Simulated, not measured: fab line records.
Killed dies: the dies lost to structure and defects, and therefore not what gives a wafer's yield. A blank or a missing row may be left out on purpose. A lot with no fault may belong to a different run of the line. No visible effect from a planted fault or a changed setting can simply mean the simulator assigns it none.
One fault seen from 2 desks | flow n5 finfet | what lay behind the numbers comes last; until then each desk has only its own

## AT THE TOOL OWNER'S DESK: pvd sputter-01
The tool's own readings at N5_BEOL_M1_SPUTTER_90 (material Cu, target thk 4.5 nm, time 8.29 s): means of the sampled wafers that have a number, for each lot that ran on this tool. Marked OUT: a lot whose mean sits more than 4 standard deviations from the usual mean, which makes it out of limits; the brackets give that distance.
Columns: A = chamber pressure pa at N5_BEOL_M1_SPUTTER_90, usual 0.07002 Pa; B = chuck sensor temp C at N5_BEOL_M1_SPUTTER_90, usual -15.6 C; C = substrate temp c at N5_BEOL_M1_SPUTTER_90, usual -20.01 C; D = throttle valve pct at N5_BEOL_M1_SPUTTER_90, usual 30.1 %
lot  | first seen here | A                 | B     | C      | D
L464 | day 6 17:50     | 0.07001           | -15.2 | -20.08 | 29.0
L465 | day 7 04:25     | 0.07011           | -15.2 | -19.98 | 29.8
L477 | day 10 03:48    | 0.07555 (+39) OUT | -15.4 | -19.95 | 28.5
L478 | day 10 06:58    | 0.07553 (+39) OUT | -15.4 | -20.00 | 28.6
This desk's verdict: out of limits on L477, L478, starting with L477 at day 10 03:48 (chamber pressure pa at N5_BEOL_M1_SPUTTER_90). In limits: L464, L465.

## METROLOGY DESK
Means of the sampled wafers that have a number, per lot and without regard to the tool the lot ran on: this is what the gauges read. Marked OUT: a lot whose mean sits more than 4 standard deviations from the usual mean, which makes it out of limits; the brackets give that distance. Readings shown: 7 of its 10, picked as those furthest out on some lot.
Columns: A = DIBL_N at N5_BEOL_M4_RC_MEAS_101, usual 35.0 mV/V; B = DIBL_P at N5_BEOL_M4_RC_MEAS_101, usual 35.4 mV/V; C = IOFF_N at N5_BEOL_M4_RC_MEAS_101, usual 0.14 nA/um; D = IOFF_P at N5_BEOL_M4_RC_MEAS_101, usual 0.20 nA/um; E = SS_N at N5_BEOL_M4_RC_MEAS_101, usual 71.2 mV/dec; F = SS_P at N5_BEOL_M4_RC_MEAS_101, usual 73.1 mV/dec; G = VT_N at N5_BEOL_M4_RC_MEAS_101, usual 252 mV
lot  | first seen here | A    | B    | C    | D    | E    | F    | G
L463 | day 8 04:34     | 35.5 | 36.4 | 0.16 | 0.22 | 71.5 | 73.6 | 250
L464 | day 8 07:59     | 35.6 | 34.3 | 0.16 | 0.21 | 71.6 | 73.4 | 250
L465 | day 8 14:15     | 37.9 | 38.5 | 0.21 | 0.25 | 71.8 | 74.1 | 246
L466 | day 8 17:31     | 40.7 | 43.0 | 0.27 | 0.34 | 72.8 | 75.1 | 243
L468 | day 9 16:17     | 37.7 | 36.3 | 0.21 | 0.25 | 71.9 | 73.2 | 248
L473 | day 10 13:55    | 36.4 | 35.6 | 0.15 | 0.20 | 71.2 | 73.7 | 250
L476 | day 11 16:23    | 34.8 | 34.7 | 0.12 | 0.17 | 70.6 | 72.6 | 253
L478 | day 11 16:36    | 32.5 | 32.4 | 0.11 | 0.18 | 70.5 | 71.9 | 255
L477 | day 11 19:07    | 35.4 | 33.5 | 0.13 | 0.16 | 70.9 | 73.0 | 252
L482 | day 12 18:19    | 33.0 | 32.8 | 0.09 | 0.16 | 71.0 | 72.5 | 260
L484 | day 13 14:25    | 34.7 | 37.8 | 0.15 | 0.21 | 71.7 | 73.5 | 248
This desk's finding: nothing out of limits on any of the 11 lots.

## ALL TOGETHER
The tool owner's desk had the chance to raise an alarm at day 10 03:48 on L477, L478.
Metrology desk: nothing out of limits seen.
The metrology desk holds a record of L477, L478, inside its limits.
Every lot named ran N5_BEOL_M1_SPUTTER_90 on pvd sputter-01.

## WHAT THE SIMULATOR PUT IN
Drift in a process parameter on pvd sputter-01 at N5_BEOL_M1_SPUTTER_90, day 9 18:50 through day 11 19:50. Setting chamber pressure pa shifted by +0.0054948 from 0.07. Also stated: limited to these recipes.
Shown lots that were struck: L477, L478.
How many hours passed from the start of the fault until each desk's first out-of-limits reading: the tool owner's desk, 9.
